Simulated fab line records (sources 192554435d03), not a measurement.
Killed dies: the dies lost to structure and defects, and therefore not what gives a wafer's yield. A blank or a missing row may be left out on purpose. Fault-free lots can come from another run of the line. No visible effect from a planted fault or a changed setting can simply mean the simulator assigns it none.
Which tool did it?	flow n5Finfet	Sampling: 20 lots, 60 wafers, 6 of 1938 route steps

== WHAT THE GAUGES SHOWED, per wafer ==
The record lacks any reading of a measuring or inspecting step that a usual standard deviation could be used to judge.

== WHICH TOOL RAN EACH LOT (tool, then ch and the chambers of the sampled wafers, then the start) ==
lot	N5_BEOL_M4_ETCH_64	N5_BEOL_M4_ETCHBACK_99	N5_BEOL_M4_VIA_ETCH_34	N5_BEOL_M4_ANNEAL_80	N5_BEOL_M4_CMP_52	N5_BEOL_M4_CO_CAP_55
L074	rieDiel-02 ch 2,3, day 8 05:56	rieDiel-04 ch 0,2,3, day 8 15:28	rieDiel-04 ch 0,2,3, day 8 15:37	pvdSputter-03, day 8 19:23	cmp-02 ch 0,3, day 8 21:44	cvdCo-01 ch 1,2, day 8 22:08
L075	rieDiel-01 ch 0,1,3, day 8 06:24	rieDiel-01 ch 0,3, day 8 15:25	rieDiel-01 ch 0,3, day 8 15:33	pvdSputter-01, day 8 17:45	cmp-01 ch 0,1, day 8 19:44	cvdCo-02 ch 0,2, day 8 20:10
L076	rieDiel-01 ch 1,3, day 8 11:44	rieDiel-01 ch 1,2,3, day 8 23:13	rieDiel-01 ch 1,2,3, day 8 23:22	pvdSputter-01, day 9 01:25	cmp-01 ch 0,1,3, day 9 03:23	cvdCo-02 ch 0,2, day 9 03:45
L077	rieDiel-02 ch 0,1,2, day 8 13:59	rieDiel-02 ch 2,3, day 9 15:08	rieDiel-02 ch 2,3, day 9 15:17	pvdSputter-01, day 9 17:10	cmp-01 ch 0,2, day 9 19:19	cvdCo-02 ch 0,2, day 9 19:39
L078	rieDiel-04 ch 0,2,3, day 8 23:36	rieDiel-01 ch 0,3, day 9 18:17	rieDiel-01 ch 0,3, day 9 18:25	pvdSputter-01, day 9 20:02	cmp-01 ch 1,2,3, day 9 22:16	cvdCo-02 ch 0,2, day 9 22:34
L081	rieDiel-02 ch 0,1,2, day 9 22:23	rieDiel-02 ch 0,1, day 10 02:18	rieDiel-02 ch 0,1, day 10 02:26	pvdSputter-01, day 10 05:31	cmp-01 ch 0,2,3, day 10 07:32	cvdCo-01 ch 0,1, day 10 07:52
L082	rieDiel-01 ch 0,2, day 10 00:05	rieDiel-04 ch 0,3, day 10 12:26	rieDiel-04 ch 0,3, day 10 12:34	pvdSputter-02, day 10 14:26	cmp-02 ch 1,2,3, day 10 16:50	cvdCo-01 ch 1,2, day 10 17:20
L085	rieDiel-04 ch 0,3, day 10 06:53	rieDiel-04 ch 0,3, day 10 16:13	rieDiel-04 ch 0,3, day 10 16:21	pvdSputter-03, day 10 18:28	cmp-02 ch 1,2,3, day 10 20:25	cvdCo-01 ch 0,1,2, day 10 20:47
L084	rieDiel-02 ch 1,3, day 10 07:43	rieDiel-01 ch 0,1,2, day 10 17:31	rieDiel-01 ch 0,1,2, day 10 17:39	pvdSputter-03, day 10 20:50	cmp-01 ch 0,3, day 10 22:47	cvdCo-02 ch 1,2, day 10 23:10
L086	rieDiel-02 ch 0,1, day 11 03:28	rieDiel-04 ch 1,2,3, day 11 17:55	rieDiel-04 ch 1,2,3, day 11 18:04	pvdSputter-03, day 11 19:29	cmp-02 ch 2,3, day 11 21:50	cvdCo-02 ch 0,1,2, day 11 22:10
L089	rieDiel-02 ch 0,1, day 11 21:55	rieDiel-02 ch 0,1,3, day 11 23:07	rieDiel-02 ch 0,1,3, day 11 23:16	pvdSputter-03, day 12 02:16	cmp-01 ch 0,1,3, day 12 05:17	cvdCo-02 ch 0,2, day 12 05:38
L087	rieDiel-04 ch 2,3, day 11 21:58	rieDiel-02 ch 1,3, day 12 02:02	rieDiel-02 ch 1,3, day 12 02:11	pvdSputter-02, day 12 04:05	cmp-01 ch 0,2,3, day 12 06:26	cvdCo-02 ch 0,1,2, day 12 06:43
L090	rieDiel-04 ch 0,1,3, day 11 23:28	rieDiel-01 ch 1,2,3, day 12 02:34	rieDiel-01 ch 1,2,3, day 12 02:43	pvdSputter-01, day 12 05:50	cmp-01 ch 0,1,3, day 12 07:47	cvdCo-01 ch 0,1,2, day 12 08:10
L088	rieDiel-02 ch 0,1, day 12 04:35	rieDiel-01 ch 0,1,2, day 12 11:43	rieDiel-01 ch 0,1,2, day 12 11:52	pvdSputter-03, day 12 13:36	cmp-02 ch 1,3, day 12 15:34	cvdCo-01 ch 1,2, day 12 15:57
L091	rieDiel-04 ch 0,3, day 12 04:38	rieDiel-01 ch 0,1, day 12 12:12	rieDiel-01 ch 0,1, day 12 12:20	pvdSputter-03, day 12 16:04	cmp-01 ch 0,1,3, day 12 18:05	cvdCo-01 ch 1,2, day 12 18:26
L092	rieDiel-04 ch 1,2,3, day 12 06:32	rieDiel-01 ch 0,1,2, day 12 17:47	rieDiel-01 ch 0,1,2, day 12 17:56	pvdSputter-01, day 12 20:25	cmp-01 ch 1,2,3, day 12 22:28	cvdCo-02 ch 1,2, day 12 22:44
L093	rieDiel-01 ch 2,3, day 12 12:41	rieDiel-02 ch 0,2,3, day 13 07:05	rieDiel-02 ch 0,2,3, day 13 07:13	pvdSputter-02, day 13 10:05	cmp-01 ch 1,3, day 13 12:04	cvdCo-02 ch 0,1,2, day 13 12:29
L095	rieDiel-04 ch 2,3, day 13 02:52	rieDiel-04 ch 1,2,3, day 13 08:16	rieDiel-04 ch 1,2,3, day 13 08:25	pvdSputter-03, day 13 11:47	cmp-03 ch 0,1, day 13 13:44	cvdCo-02 ch 0,1,2, day 13 14:07
L096	rieDiel-02 ch 0,2, day 13 19:41	rieDiel-01 ch 0,1,3, day 14 14:20	rieDiel-01 ch 0,1,3, day 14 14:28	pvdSputter-02, day 14 16:04	cmp-01 ch 0,1,2, day 14 18:07	cvdCo-01 ch 1,2, day 14 18:26
L097	rieDiel-01 ch 0,1,3, day 15 13:15	rieDiel-01 ch 0,1,3, day 15 15:16	rieDiel-01 ch 0,1,3, day 15 15:24	pvdSputter-01, day 15 17:10	cmp-03 ch 0,2,3, day 15 19:07	cvdCo-01 ch 0,1,2, day 15 19:29
- N5_BEOL_M4_ETCH_64: etches SOC in N2/H2, target depth 75 nm, overetch 22.5 nm, time 121.9 s.
- N5_BEOL_M4_ETCHBACK_99: etches SiO2 in CHF3, target depth 5 nm, time 10.4 s.
- N5_BEOL_M4_VIA_ETCH_34: etches the open film in C4F6/O2, target depth 69.4 nm, time 65.9 s.
- N5_BEOL_M4_ANNEAL_80: time 240 s.
- N5_BEOL_M4_CMP_52: polishes, stops on SiOC, t overpolish 6.8 s, target thk 40 nm.
- N5_BEOL_M4_CO_CAP_55: material Co, precursor CCTBA/H2, target thk 2 nm, time 102.1 s.

== AS READ BY THE TOOLS THEMSELVES (means over the sampled wafers that have a number; for cases with no such wafer, the mark the record gives instead) ==
N5_BEOL_M4_ETCH_64.
lot	tool	biasW (W)	chamberPressureMTorr (mTorr)	drypumpMotorCurrentA (A)	oesProductAu (a.u.)	rfVppV (V)	showerheadPlenumPTorr (Torr)	tempC (C)	throttleValvePct (%)
L074	rieDiel-02	150.0	30.001	5.8	0.53	524.7	2.56	39.97	17.97
L075	rieDiel-01	150.0	29.977	5.0	0.58	524.7	2.57	40.01	17.81
L076	rieDiel-01	149.8	30.014	5.0	0.61	525.8	2.63	39.85	17.74
L077	rieDiel-02	150.0	29.995	5.6	0.55	521.4	2.46	40.01	17.84
L078	rieDiel-04	149.7	29.998	5.7	0.63	524.3	2.58	40.02	17.68
L081	rieDiel-02	150.4	29.983	5.7	0.56	521.8	2.45	39.97	17.88
L082	rieDiel-01	150.1	30.005	5.9	0.61	526.4	2.63	40.07	17.82
L085	rieDiel-04	150.2	29.999	5.8	0.59	525.0	2.60	40.09	17.84
L084	rieDiel-02	150.2	30.001	5.6	0.54	524.5	2.56	39.91	17.83
L086	rieDiel-02	150.5	30.006	5.4	0.56	523.0	2.49	40.04	17.73
L089	rieDiel-02	149.9	30.003	5.6	0.56	521.8	2.45	39.96	17.75
L087	rieDiel-04	149.9	30.017	5.8	0.57	523.2	2.51	40.00	17.80
L090	rieDiel-04	150.4	29.986	6.0	0.58	525.6	2.61	40.00	17.88
L088	rieDiel-02	150.1	30.014	5.4	0.54	522.5	2.48	39.93	17.75
L091	rieDiel-04	149.5	30.006	5.7	0.62	526.6	2.64	40.12	17.81
L092	rieDiel-04	149.8	30.006	6.0	0.56	523.9	2.53	39.95	17.82
L093	rieDiel-01	149.8	30.023	5.9	0.63	527.8	2.70	39.92	17.78
L095	rieDiel-04	150.1	30.012	5.8	0.58	521.4	2.48	39.98	17.69
L096	rieDiel-02	150.3	30.028	5.5	0.59	524.6	2.57	39.93	17.78
L097	rieDiel-01	150.1	30.027	5.0	0.59	523.4	2.55	39.87	17.76

N5_BEOL_M4_ETCHBACK_99.
lot	tool	biasW (W)	chamberPressureMTorr (mTorr)	drypumpMotorCurrentA (A)	oesProductAu (a.u.)	rfVppV (V)	showerheadPlenumPTorr (Torr)	throttleValvePct (%)
L074	rieDiel-04	47.02	29.996	5.8	0.84	240	2.19	16.89
L075	rieDiel-01	47.08	29.976	4.9	0.77	242	2.18	17.04
L076	rieDiel-01	47.00	30.003	5.5	0.80	243	2.22	16.98
L077	rieDiel-02	46.88	29.988	5.8	0.68	235	2.10	17.28
L078	rieDiel-01	47.00	29.990	4.9	0.75	243	2.18	17.06
L081	rieDiel-02	47.05	30.019	5.4	0.74	238	2.13	17.02
L082	rieDiel-04	47.06	29.975	5.8	0.78	241	2.19	16.96
L085	rieDiel-04	47.06	30.000	5.7	0.84	245	2.23	16.84
L084	rieDiel-01	47.13	30.010	5.5	0.84	245	2.18	16.99
L086	rieDiel-04	46.94	30.009	6.0	0.74	236	2.15	17.14
L089	rieDiel-02	47.12	29.985	5.6	0.80	239	2.14	16.93
L087	rieDiel-02	47.00	30.010	5.6	0.82	241	2.12	16.91
L090	rieDiel-01	46.97	30.008	5.5	0.86	242	2.22	16.87
L088	rieDiel-01	46.89	29.997	5.5	0.81	245	2.17	17.02
L091	rieDiel-01	46.98	29.974	5.0	0.77	245	2.12	17.10
L092	rieDiel-01	46.99	30.000	5.5	0.81	246	2.17	17.03
L093	rieDiel-02	47.01	29.983	5.6	0.86	237	2.22	16.92
L095	rieDiel-04	46.94	30.008	6.0	0.72	235	2.15	17.15
L096	rieDiel-01	47.07	30.024	5.0	0.78	242	2.16	16.98
L097	rieDiel-01	47.01	29.999	5.0	0.78	241	2.15	16.99

N5_BEOL_M4_VIA_ETCH_34.
lot	tool	O2_flow_sccm (sccm)	biasW (W)	chamberPressureMTorr (mTorr)	drypumpMotorCurrentA (A)	oesProductAu (a.u.)	rfVppV (V)	showerheadPlenumPTorr (Torr)	throttleValvePct (%)
L074	rieDiel-04	9.982	170.0	15.002	5.7	0.84	665	2.88	30.53
L075	rieDiel-01	10.012	170.0	15.004	4.9	0.77	671	2.88	30.82
L076	rieDiel-01	9.991	169.9	15.008	5.5	0.81	671	2.93	30.66
L077	rieDiel-02	9.991	169.6	14.990	5.8	0.68	650	2.77	30.82
L078	rieDiel-01	9.981	169.5	15.002	4.9	0.75	670	2.88	30.83
L081	rieDiel-02	10.009	169.8	15.000	5.4	0.74	659	2.81	30.80
L082	rieDiel-04	9.979	169.7	15.004	5.8	0.78	667	2.89	30.62
L085	rieDiel-04	9.991	169.7	15.007	5.7	0.84	673	2.94	30.49
L084	rieDiel-01	9.994	170.2	14.993	5.6	0.84	678	2.87	30.78
L086	rieDiel-04	9.963	169.9	15.010	6.0	0.73	653	2.84	30.69
L089	rieDiel-02	9.975	170.0	14.994	5.6	0.80	662	2.83	30.69
L087	rieDiel-02	10.002	170.0	15.004	5.7	0.82	665	2.80	30.70
L090	rieDiel-01	10.026	170.0	15.001	5.5	0.85	671	2.92	30.62
L088	rieDiel-01	10.000	169.9	15.009	5.5	0.81	678	2.87	30.80
L091	rieDiel-01	10.007	170.0	14.999	5.0	0.77	676	2.80	30.87
L092	rieDiel-01	10.029	169.6	15.001	5.5	0.82	677	2.87	30.81
L093	rieDiel-02	10.023	169.9	14.993	5.6	0.85	658	2.92	30.65
L095	rieDiel-04	10.026	170.2	14.995	6.0	0.72	651	2.83	30.70
L096	rieDiel-01	10.026	170.3	14.992	5.0	0.79	669	2.85	30.69
L097	rieDiel-01	10.018	169.9	14.994	5.0	0.78	668	2.84	30.69

N5_BEOL_M4_ANNEAL_80.
lot	tool	heaterPowerW (W)	susceptorTempC (C)
L074	pvdSputter-03	858	400.03
L075	pvdSputter-01	914	400.00
L076	pvdSputter-01	882	399.98
L077	pvdSputter-01	901	400.07
L078	pvdSputter-01	913	400.10
L081	pvdSputter-01	887	400.29
L082	pvdSputter-02	856	399.88
L085	pvdSputter-03	802	400.07
L084	pvdSputter-03	783	400.03
L086	pvdSputter-03	900	399.73
L089	pvdSputter-03	788	399.75
L087	pvdSputter-02	781	399.96
L090	pvdSputter-01	917	400.34
L088	pvdSputter-03	844	400.08
L091	pvdSputter-03	780	400.01
L092	pvdSputter-01	869	400.05
L093	pvdSputter-02	856	400.09
L095	pvdSputter-03	845	399.92
L096	pvdSputter-02	721	400.11
L097	pvdSputter-01	890	400.05

N5_BEOL_M4_CMP_52.
lot	tool	barrierFieldEndpointS (s)	motorCurrentA (A)	overpolishRunS (s)	timeToEndpointS (s)
L074	cmp-02	24.9	5.8	6.808	64
L075	cmp-01	25.0	6.9	6.804	63
L076	cmp-01	24.6	6.5	6.807	63
L077	cmp-01	24.5	6.5	6.800	62
L078	cmp-01	24.4	6.1	6.797	62
L081	cmp-01	24.7	6.5	6.803	60
L082	cmp-02	24.7	6.0	6.801	64
L085	cmp-02	24.2	5.7	6.797	62
L084	cmp-01	24.3	6.7	6.803	63
L086	cmp-02	24.4	6.0	6.801	59
L089	cmp-01	24.7	6.5	6.790	66
L087	cmp-01	25.1	6.7	6.796	63
L090	cmp-01	24.9	6.5	6.791	65
L088	cmp-02	24.2	6.0	6.794	62
L091	cmp-01	24.3	6.8	6.797	60
L092	cmp-01	25.1	6.0	6.799	64
L093	cmp-01	24.5	6.1	6.802	67
L095	cmp-03	24.9	6.0	6.810	64
L096	cmp-01	25.4	6.5	6.792	64
L097	cmp-03	24.4	5.9	6.801	60

N5_BEOL_M4_CO_CAP_55.
lot	tool	heaterPowerW (W)	susceptorTempC (C)
L074	cvdCo-01	209	200.00
L075	cvdCo-02	229	200.26
L076	cvdCo-02	225	200.14
L077	cvdCo-02	229	199.96
L078	cvdCo-02	226	200.10
L081	cvdCo-01	216	199.95
L082	cvdCo-01	213	199.91
L085	cvdCo-01	211	199.93
L084	cvdCo-02	235	200.07
L086	cvdCo-02	237	200.04
L089	cvdCo-02	224	199.94
L087	cvdCo-02	238	200.04
L090	cvdCo-01	210	200.02
L088	cvdCo-01	204	199.99
L091	cvdCo-01	211	199.93
L092	cvdCo-02	244	200.05
L093	cvdCo-02	235	200.07
L095	cvdCo-02	235	200.04
L096	cvdCo-01	205	199.84
L097	cvdCo-01	213	200.08

== THE ANSWER, worked out from the rows above alone ==
Rule: the lots themselves supply what counts as usual. Put in order of their means at a reading, lots are off if they are a third of the lots or fewer, leave a main group of 4 or more, and stand apart from it by a gap of 3 or more times the standard deviation of the main group's means; of several such gaps the widest counts. The tables above print the reading to a certain number of digits; a main group whose means all agree to those digits is not used. Also off: a lot with no number at a reading for which 4 or more lots have one. The other lots that the step has rows for count as sound. First the gauges in route order, then the tools' own readings, where a lot's mean is used as printed above. At the first step where some lot is off, the reading lying furthest off is the one used; lots without a number count as furthest.
No lot is off at any reading shown: from this, nothing can be told.

== WHAT THE SIMULATOR HAD PUT IN ==
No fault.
